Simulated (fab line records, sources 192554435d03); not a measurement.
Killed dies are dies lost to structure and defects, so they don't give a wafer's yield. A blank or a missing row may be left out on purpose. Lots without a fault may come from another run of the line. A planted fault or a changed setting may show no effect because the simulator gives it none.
Chamber matching | flow n5_finfet | N5_PMOS_HMC_CHANNEL_EPI_ETCH_32 on rie_diel-05: 4 sister chambers
The step etches BARC in N2/H2, stops on SiO2, target depth 85.8 nm, time 50.3 s. 16 wafers are shown with their chamber, then 8 later ones without.

WAFERS WITH THEIR CHAMBER
wafer  | chamber | drypump_motor_current_A (A) | throttle_valve_pct (%) | oes_product_au (a.u.)
L079.3 | 3       | 6.4                         | 18.08                  | 0.67
L079.5 | 2       | 6.2                         | 18.11                  | 0.59
L079.6 | 3       | 6.4                         | 18.08                  | 0.68
L081.1 | 0       | 5.8                         | 17.72                  | 0.62
L081.3 | 3       | 6.4                         | 18.09                  | 0.68
L081.6 | 3       | 6.4                         | 18.11                  | 0.67
L082.1 | 1       | 5.4                         | 17.60                  | 0.82
L082.3 | 2       | 6.2                         | 18.12                  | 0.58
L082.4 | 0       | 5.8                         | 17.73                  | 0.62
L084.1 | 1       | 5.4                         | 17.60                  | 0.81
L084.2 | 3       | 6.4                         | 18.11                  | 0.67
L084.4 | 2       | 6.2                         | 18.12                  | 0.58
L085.2 | 0       | 5.8                         | 17.74                  | 0.62
L085.3 | 2       | 6.2                         | 18.14                  | 0.58
L085.6 | 2       | 6.2                         | 18.13                  | 0.58
L086.1 | 1       | 5.3                         | 17.61                  | 0.80

SIGNATURES (means of the wafers above)
reading                 | chamber 0 | chamber 1 | chamber 2 | chamber 3 | scatter within a chamber
drypump_motor_current_A | 5.800     | 5.367     | 6.200     | 6.400     | 0.0236
throttle_valve_pct      | 17.7300   | 17.6033   | 18.1240   | 18.0940   | 0.0119
oes_product_au          | 0.6200    | 0.8100    | 0.5820    | 0.6740    | 0.00577
Rule: a wafer's distance from a chamber is the root of the sum, over the readings, of the square of ((its reading less the chamber's mean) divided by the reading's scatter). The wafer belongs to the nearest chamber; if the next one is less than 2 further off, it can't be placed. The scatter: the root of (the sum of the squares of (reading less its chamber's mean) over the shown wafers, divided by (wafers less chambers)).

WAFERS WITHOUT THEIR CHAMBER
wafer  | drypump_motor_current_A (A) | throttle_valve_pct (%) | oes_product_au (a.u.)
L086.4 | 5.8                         | 17.73                  | 0.61
L086.6 | 5.4                         | 17.63                  | 0.80
L087.2 | 6.2                         | 18.14                  | 0.58
L087.3 | 5.4                         | 17.61                  | 0.80
L087.5 | 6.2                         | 18.15                  | 0.57
L093.1 | 5.4                         | 17.62                  | 0.77
L093.3 | 5.8                         | 17.77                  | 0.61
L093.5 | 5.4                         | 17.63                  | 0.77

WHICH CHAMBER EACH WENT THROUGH
wafer  | from the rows above | in truth
L086.4 | 0                   | 0
L086.6 | 1                   | 1
L087.2 | 2                   | 2
L087.3 | 1                   | 1
L087.5 | 2                   | 2
L093.1 | 1                   | 1
L093.3 | 0                   | 0
L093.5 | 1                   | 1
Placed correctly: 8 of 8. Can't be placed from these rows: 0. Placed wrongly: 0.
